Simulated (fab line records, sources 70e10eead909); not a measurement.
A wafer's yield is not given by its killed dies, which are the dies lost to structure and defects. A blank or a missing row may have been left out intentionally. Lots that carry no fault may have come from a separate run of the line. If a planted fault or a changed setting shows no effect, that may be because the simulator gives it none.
fab line records    flow nandHarc
record lots=6  wafers=18  lastDay=24
route steps=1159 shown P_GATE@170 END@1159
lots with no fault: from the same line, run without faults
startH: the number of hours between the record's first day and the start of the first shown wafer of the lot    waitH: hours since the lot's step before    " same as the row above    L1.1+2: a single row standing in for several wafers    - no value, or no start given    * or withheld: withheld    < > ~ a bound
route shown NAME@n: NAME is a module with steps in the file, n the number in the route of the first one    usual: mean/standard deviation taken from wafers without a fault    same: alike in all rows    chamber/n: place in a boat    sites: per-site readings    _std_site: standard deviation across them    _edge_site: the outer-site mean with the inner-site mean subtracted    radiusMm: how far each site lies from the wafer's centre    mask NAME#n: copy n    behind: tool/chamber where the wafer was last shaped    hold: why the lot was held/for how many hours/how that ended    device: transistor that didn't switch, given as n, p or np    end of line: the tests these same wafers got at the end of their route    step lacking rows: just its recipe    killed: not the wafer's yield, but the dies lost to structure and defects at the first sort    map: a wafer's dies, x killed, . not, _ none there
set.NAME: the setting the step ran with; set.NAME@STEP: the setting that earlier step ran with    model.NAME: the simulator's own value behind a step, which no gauge read
lots at selected steps of the route; one table per step, one row per wafer
services: from which hour (startH, from the record's first day; less than 0 if before it) a tool's chamber was out of use, for how many hours, and why
## steps
# step NHARC_P_GATE_CD_MEAS_46
# recipe targetCdNm=720  landingEnergyEv=500
# usual cdNm=719.8/1.8
lot.wafer  tool      chamber  startH  waitH  cdNm
L114.1     cdSem-02  0        121.12  -      719.8
L114.4     "         0        "       "      720.7
L114.6     "         0        "       "      719.6
L115.1     cdSem-01  0        122.61  -      719.3
L115.4     "         0        "       "      717.8
L115.6     "         0        "       "      721.6
L120.4     cdSem-01  0        161.10  -      722.6
L120.5     "         0        "       "      720.1
L120.6     "         0        "       "      718.0
L127.1     cdSem-02  0        198.48  -      714.9
L127.3     "         0        "       "      716.8
L127.4     "         0        "       "      718.3
L132.3     cdSem-02  0        231.02  -      721.6
L132.5     "         0        "       "      718.7
L132.6     "         0        "       "      720.1
L134.1     cdSem-01  0        243.01  -      718.7
L134.3     "         0        "       "      719.4
L134.4     "         0        "       "      716.1
# step NHARC_P_GATE_HARDBAKE_47
# recipe tempC=125  timeS=80
# step NHARC_P_GATE_DESCUM_48
# recipe timeS=3  o2FlowSccm=200  arFlowSccm=0  biasPowerW=0  chemistry=O2
# usual drypumpMotorCurrentA=5.4/0.39  mfcArSccm=0.011/0.011  oesProductAu=0.998/0.01  rfVppV=58.0/0.94  showerheadPlenumPTorr=1.97/0.076  throttleValvePct=11.311/0.0094
# same timeS=3
lot.wafer  tool        chamber  startH  waitH  drypumpMotorCurrentA  mfcArSccm  oesProductAu  rfHoursCounterH  rfVppV  showerheadPlenumPTorr  throttleValvePct
L114.1     rieDiel-07  3        121.29  -      5.6                   0.011      0.997         13               59.1    2.05                   11.304
L114.4     "           0        "       "      5.1                   0          1.004         12               58.1    1.97                   11.314
L114.6     "           3        "       "      5.6                   0.011      0.986         -                59.6    2.05                   11.331
L115.4     rieDiel-07  3        122.77  -      5.6                   0.011      0.991         13               59.0    2.05                   11.297
L115.1     "           0        "       "      5.1                   0          1.014         12               59.1    1.97                   11.306
L115.6     "           0        "       "      5.1                   0          1.010         -                58.0    1.97                   11.309
L120.4     rieDiel-07  1        161.28  -      5.5                   0.017      1.002         19               58.2    2.04                   11.295
L120.5     "           3        "       "      5.6                   0.011      0.983         -                59.2    2.04                   11.319
L120.6     "           0        "       "      5.1                   0          0.991         -                58.8    1.97                   11.303
L127.4     rieDiel-07  0        198.64  -      5.1                   0          0.996         25               56.1    1.96                   11.315
L127.1     "           2        "       "      5.4                   0.011      0.990         30               58.8    1.97                   11.312
L127.3     "           3        "       "      5.6                   0.011      0.979         27               58.0    2.04                   11.292
L132.3     rieDiel-03  2        231.29  -      4.7                   0          0.985         2                57.8    1.99                   11.301
L132.5     "           1        "       "      6.3                   0.008      1.006         -                59.5    1.97                   11.313
L132.6     "           2        "       "      4.7                   0          0.981         -                58.1    1.99                   11.300
L134.1     rieDiel-03  3        243.17  -      5.5                   0.044      0.984         5                57.6    2.07                   11.310
L134.4     "           1        "       "      6.3                   0.008      1.013         7                59.3    1.97                   11.323
L134.3     "           2        "       "      4.7                   0          1.006         7                58.0    1.99                   11.302
# step NHARC_P_GATE_IMPLANT_49
# recipe energyKev=30  doseCm2=3e+15  tiltDeg=7
# step NHARC_P_GATE_STRIP_111
# recipe powerW=1500  tempC=110  timeS=250  chemistry=N2/H2
# usual drypumpMotorCurrentA=5.7/0.31  heaterPowerW=92/11
# same timeS=250
lot.wafer  tool            chamber  startH  waitH  drypumpMotorCurrentA  heaterPowerW  rfHoursCounterH
L114.1     plasmaAsher-02  0        121.74  0.3    6.0                   110           40
L114.4     "               1        "       "      5.3                   87            -
L114.6     "               0        "       "      6.0                   116           -
L115.1     plasmaAsher-01  1        123.13  0.2    5.5                   87            5
L115.4     "               0        "       "      6.0                   82            -
L115.6     "               1        "       "      5.5                   87            -
L120.4     plasmaAsher-01  1        161.73  0.2    5.5                   87            -
L120.5     "               1        "       "      5.5                   88            -
L120.6     "               0        "       "      6.0                   84            -
L127.1     plasmaAsher-01  1        199.06  0.2    5.4                   86            28
L127.3     "               0        "       "      6.0                   86            -
L127.4     "               1        "       "      5.4                   86            -
L132.3     plasmaAsher-01  0        231.80  0.3    6.0                   84            -
L132.6     "               1        "       "      5.5                   87            -
L132.5     "               0        "       "      6.1                   83            -
L134.1     plasmaAsher-01  0        243.59  0.2    6.0                   88            43
L134.4     "               1        "       "      5.4                   83            -
L134.3     "               0        "       "      6.0                   85            -
# step NHARC_P_GATE_STRIP_75
# recipe powerW=1500  tempC=250  chemistry=O2
# usual drypumpMotorCurrentA=5.7/0.32  heaterPowerW=346/40
lot.wafer  tool            chamber  startH  waitH  drypumpMotorCurrentA  heaterPowerW  rfHoursCounterH
L114.1     plasmaAsher-02  0        122.04  0.3    6.0                   423           40
L114.4     "               1        "       "      5.3                   333           -
L114.6     "               0        "       "      6.0                   419           -
L115.1     plasmaAsher-01  1        123.44  0.3    5.4                   328           5
L115.4     "               0        "       "      6.0                   321           -
L115.6     "               1        "       "      5.4                   332           -
L120.4     plasmaAsher-01  1        161.95  0.2    5.5                   311           -
L120.5     "               1        "       "      5.4                   318           -
L120.6     "               0        "       "      6.0                   319           -
L127.1     plasmaAsher-01  1        199.32  0.2    5.5                   325           28
L127.3     "               0        "       "      6.0                   322           -
L127.4     "               1        "       "      5.4                   331           -
L132.3     plasmaAsher-01  0        231.98  0.1    6.0                   321           -
L132.6     "               1        "       "      5.5                   322           -
L132.5     "               0        "       "      6.0                   321           -
L134.1     plasmaAsher-01  0        243.85  0.2    6.0                   321           44
L134.4     "               1        "       "      5.4                   324           -
L134.3     "               0        "       "      6.0                   328           -
# step NHARC_P_GATE_STRIP_50
# recipe timeS=900  tempC=130  chemistry=SPM
# step NHARC_P_GATE_DEHYDRATE_51
# recipe tempC=150  timeS=120
# step NHARC_P_GATE_HMDS_52
# recipe timeS=30
# step NHARC_P_GATE_COAT_53
# recipe spinRpm=3000
# step NHARC_P_GATE_SOFTBAKE_54
# recipe tempC=122  timeS=95
# step NHARC_P_GATE_EBR_55
# step NHARC_P_GATE_EXPOSE_56
# recipe na=0.6  targetCdNm=720  doseMj=14.81  maskId=P_PSD
lot.wafer   tool           chamber  startH  waitH  mask
L114.1+4+6  krfScanner-03  0        122.69  -      P_PSD#0
L115.1+4+6  krfScanner-03  0        124.08  -      P_PSD#0
L120.4+5+6  krfScanner-03  0        162.71  -      P_PSD#0
L127.1+3+4  krfScanner-01  0        199.95  -      P_PSD#0
L132.3+5+6  krfScanner-04  0        232.73  -      P_PSD#0
L134.1+3+4  krfScanner-01  0        244.49  -      P_PSD#0
# step NHARC_P_GATE_PEB_57
# recipe pebTempC=118  pebTimeS=85
# step NHARC_P_GATE_DEVELOP_58
# recipe timeS=70
# step NHARC_P_GATE_CD_MEAS_59
# recipe targetCdNm=720  landingEnergyEv=500
# usual cdNm=719.8/1.9
lot.wafer  tool      chamber  startH  waitH  cdNm
L114.1     cdSem-01  0        122.84  -      720.8
L114.4     "         0        "       "      721.4
L114.6     "         0        "       "      723.4
L115.1     cdSem-01  0        124.24  -      783.4
L115.4     "         0        "       "      806.2
L115.6     "         0        "       "      786.6
L120.4     cdSem-01  0        162.86  -      766.4
L120.5     "         0        "       "      798.2
L120.6     "         0        "       "      778.2
L127.1     cdSem-02  0        200.11  -      720.9
L127.3     "         0        "       "      723.0
L127.4     "         0        "       "      718.5
L132.3     cdSem-03  0        232.88  -      719.4
L132.5     "         0        "       "      719.0
L132.6     "         0        "       "      716.9
L134.1     cdSem-03  0        244.65  -      719.4
L134.3     "         0        "       "      717.5
L134.4     "         0        "       "      717.5
# step NHARC_P_GATE_HARDBAKE_60
# recipe tempC=125  timeS=80
# step NHARC_END_SORT_01
# recipe tempC=25
# usual killedAtArray=21/8.9  killedAtOther=0.8/1.3  killedAtPeriphery=3.6/2.4  killedDies=26/8.9  killedOpen=3.1/1.8  killedShort=1.9/1.3
# same grossDies=677
lot.wafer  tool       chamber  startH  waitH  killedAtArray  killedAtOther  killedAtPeriphery  killedDies  killedOpen  killedShort
L115.1     prober-01  0        463.58  2.5    7              1              6                  14          1           2
L115.4     prober-01  0        466.01  3.4    14             2              29                 45          8           0
L115.6     prober-01  0        467.63  4.1    14             0              11                 25          3           4
L120.4     prober-01  0        496.20  3.4    33             4              2                  39          0           0
L120.5     prober-01  0        497.01  3.7    34             3              10                 47          6           2
L120.6     prober-01  0        497.82  4.0    35             1              0                  36          0           1
L132.3     prober-01  0        562.09  3.1    11             2              3                  16          1           1
L132.5     prober-01  0        563.71  3.7    17             2              3                  22          3           0
L132.6     prober-01  0        564.52  4.1    10             1              6                  17          3           3
# killed by level:class
L115.1 P_M1:chamberFilmFlake=3 P_GATE:areaExpose=3 A_WL_FILL:geometricParticle:short=2 A_CHANNEL_HOLE_D1:chamberFilmFlake=2 A_CHANNEL_FILL_D1:geometricParticle:open=1 A_STAIRCASE:chamberFilmFlake=1 A_CONTACT:chamberFilmFlake=1 THIN_TSV:chamberFilmFlake=1
L115.4 P_GATE:areaExpose=25 A_STAIRCASE:chamberFilmFlake=4 A_CONTACT:geometricParticle:open=3 A_ZERO_WELL:chamberFilmFlake=2 THIN_TSV:chamberFilmFlake=2 P_GATE:geometricParticle:open=1 P_M2:geometricParticle:open=1 A_CHANNEL_HOLE_D1:geometricParticle:open=1
L115.6 P_M1:chamberFilmFlake=8 A_CONTACT:chamberFilmFlake=3 P_GATE:areaExpose=3 A_ONON_D1:geometricParticle:short=2 A_WL_FILL:geometricParticle:short=2 A_CHANNEL_HOLE_D1:chamberFilmFlake=2 A_CHANNEL_FILL_D1:geometricParticle:open=1 A_WL_FILL:geometricParticle:open=1
L120.4 A_CHANNEL_HOLE_D1:chamberFilmFlake=17 A_SLIT:chamberFilmFlake=12 THIN_TSV:chamberFilmFlake=3 P_M1:chamberFilmFlake=2 A_WL_FILL:chamberFilmFlake=2 A_CONTACT:chamberFilmFlake=2 HYBRID_BOND:latent=1
L120.5 A_CHANNEL_HOLE_D1:chamberFilmFlake=18 A_SLIT:chamberFilmFlake=8 P_GATE:areaExpose=6 THIN_TSV:chamberFilmFlake=3 A_WL_FILL:chamberFilmFlake=2 P_CONTACT:geometricParticle:open=1 P_M0:geometricParticle:open=1 P_M1:geometricParticle:open=1
L120.6 A_CHANNEL_HOLE_D1:chamberFilmFlake=19 A_SLIT:chamberFilmFlake=10 A_CONTACT:chamberFilmFlake=3 A_WL_FILL:chamberFilmFlake=2 A_CHANNEL_FILL_D1:geometricParticle:short=1 THIN_TSV:chamberFilmFlake=1
L132.3 A_CHANNEL_HOLE_D1:chamberFilmFlake=4 A_STAIRCASE:chamberFilmFlake=3 P_GATE:chamberFilmFlake=2 A_CONTACT:chamberFilmFlake=2 THIN_TSV:chamberFilmFlake=2 A_WL_FILL:geometricParticle:short=1 A_CONTACT:geometricParticle:open=1 P_ZERO_WELL:chamberFilmFlake=1
L132.5 A_CHANNEL_HOLE_D1:chamberFilmFlake=7 A_CONTACT:chamberFilmFlake=6 A_CONTACT:geometricParticle:open=2 P_ZERO_WELL:chamberFilmFlake=2 THIN_TSV:chamberFilmFlake=2 A_ONON_D1:geometricParticle:open=1 P_GATE:chamberFilmFlake=1 A_SLIT:chamberFilmFlake=1
L132.6 P_ZERO_WELL:chamberFilmFlake=4 A_CHANNEL_HOLE_D1:chamberFilmFlake=3 A_ONON_D1:geometricParticle:short=2 P_GATE:geometricParticle:open=1 P_CONTACT:geometricParticle:open=1 A_ONON_D1:geometricParticle:open=1 A_CONTACT:geometricParticle:short=1 A_STAIRCASE:chamberFilmFlake=1
## services
tool            chamber  startH  hours  kind
plasmaAsher-01  -        99.23   9.0    pm
plasmaAsher-01  0        99.23   9.0    ventCycle
plasmaAsher-01  1        99.23   9.0    ventCycle
krfScanner-01   -        105.62  0.5    repair
plasmaAsher-01  0        108.23  -      clean
plasmaAsher-01  1        108.23  -      clean
rieDiel-07      0        109.32  -      clean
rieDiel-07      1        109.32  -      clean
rieDiel-07      2        109.32  -      clean
rieDiel-07      3        109.32  -      clean
krfScanner-01   -        124.91  4.5    repair
krfScanner-04   -        126.01  4.0    pm
rieDiel-07      0        133.82  -      clean
rieDiel-07      1        133.82  -      clean
rieDiel-07      2        133.82  -      clean
plasmaAsher-01  -        164.29  6.1    repair
krfScanner-03   -        168.00  4.0    pm
plasmaAsher-02  -        183.76  9.0    pm
plasmaAsher-02  -        195.00  1.2    repair
krfScanner-03   -        197.74  1.7    repair
rieDiel-03      -        215.83  9.0    pm
krfScanner-04   -        217.33  2.0    repair
krfScanner-01   -        217.67  2.9    repair
rieDiel-07      -        228.21  9.0    pm
## key
firstSign step=NHARC_P_GATE_CD_MEAS_59  reading=cdNm  direction=up  sigmas=35  usual=719.8  struck=786.5
effect step=NHARC_END_SORT_01  reading=killedAtPeriphery  direction=up  sigmas=2.5  usual=3.6  struck=9.7  wafersMoved=3
metAt NHARC_P_GATE_EXPOSE_56
struckWafers L115.1,L115.4,L115.6,L120.4,L120.5,L120.6
testerLeftOut L115,L120
onsetBetween 122.69 124.08
fault kind=processParameterDrift  tool=krfScanner-03  chamber=-  onsetH=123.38  steps=NHARC_P_GATE_EXPOSE_56  channel=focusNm  offset=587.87  spreadByWafer=0.3  shape=step  endH=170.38
# testerLeftOut: of these lots the tester's yield and bins aren't shown, on N5 and GAA mostly nor the transistor test; their killed dies are dies lost to structure and defects alone, not to doping, threshold or leakage, so they don't give the yield
